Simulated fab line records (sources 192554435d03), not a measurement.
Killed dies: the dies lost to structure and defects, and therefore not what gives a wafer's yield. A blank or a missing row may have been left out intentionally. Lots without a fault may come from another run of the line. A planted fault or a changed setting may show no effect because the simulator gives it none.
Chamber matching | flow n5Finfet | N5_BEOL_M0_STRIP_140 on rieDiel-02 has 4 sister chambers
The step strips in CF4. 14 wafers are shown with their chamber, then 6 later ones without.

== EACH WAFER AND ITS CHAMBER ==
wafer  | chamber | showerheadPlenumPTorr (Torr) | drypumpMotorCurrentA (A) | throttleValvePct (%)
L561.2 | 3       | 1.75                         | 4.7                      | 13.64
L561.3 | 0       | 1.83                         | 5.8                      | 13.21
L561.4 | 2       | 1.88                         | 5.7                      | 13.32
L564.1 | 1       | 1.84                         | 5.6                      | 13.38
L564.2 | 3       | 1.75                         | 4.7                      | 13.66
L564.4 | 2       | 1.88                         | 5.8                      | 13.32
L567.2 | 1       | 1.84                         | 5.6                      | 13.35
L567.3 | 2       | 1.87                         | 5.7                      | 13.33
L567.5 | 0       | 1.83                         | 5.9                      | 13.24
L568.1 | 1       | 1.84                         | 5.6                      | 13.40
L568.4 | 2       | 1.87                         | 5.8                      | 13.36
L568.6 | 1       | 1.84                         | 5.6                      | 13.40
L571.5 | 1       | 1.84                         | 5.6                      | 13.41
L571.6 | 2       | 1.87                         | 5.8                      | 13.35

SIGNATURES (averages over the wafers above)
reading               | chamber 0 | chamber 1 | chamber 2 | chamber 3 | scatter within a chamber
showerheadPlenumPTorr | 1.8300    | 1.8400    | 1.8740    | 1.7500    | 0.00346
drypumpMotorCurrentA  | 5.850     | 5.600     | 5.760     | 4.700     | 0.0412
throttleValvePct      | 13.2250   | 13.3880   | 13.3360   | 13.6500   | 0.0206
Rule: for a wafer and a chamber, the distance is found by dividing, reading by reading, the gap between the wafer's reading and the chamber's mean by the reading's scatter, squaring, summing and taking the root. The wafer belongs to the nearest chamber; if the next one is less than 2 further off, it can't be placed. The scatter is the square root of a quotient: the sum, over the shown wafers, of each reading's squared deviation from its chamber's mean, divided by wafers minus chambers.

== WAFERS MISSING THEIR CHAMBER ==
wafer  | showerheadPlenumPTorr (Torr) | drypumpMotorCurrentA (A) | throttleValvePct (%)
L573.3 | 1.87                         | 5.7                      | 13.34
L573.4 | 1.75                         | 4.7                      | 13.69
L573.6 | 1.75                         | 4.8                      | 13.69
L583.1 | 1.74                         | 4.7                      | 13.76
L583.3 | 1.82                         | 5.8                      | 13.30
L583.5 | 1.87                         | 5.8                      | 13.38

== EACH ONE'S CHAMBER ==
wafer  | from the rows above | in truth
L573.3 | 2                   | 2
L573.4 | 3                   | 3
L573.6 | 3                   | 3
L583.1 | 3                   | 3
L583.3 | 0                   | 0
L583.5 | 2                   | 2
6 of 6 placed correctly. Left unplaced by these rows: 0. Placed wrongly: 0.
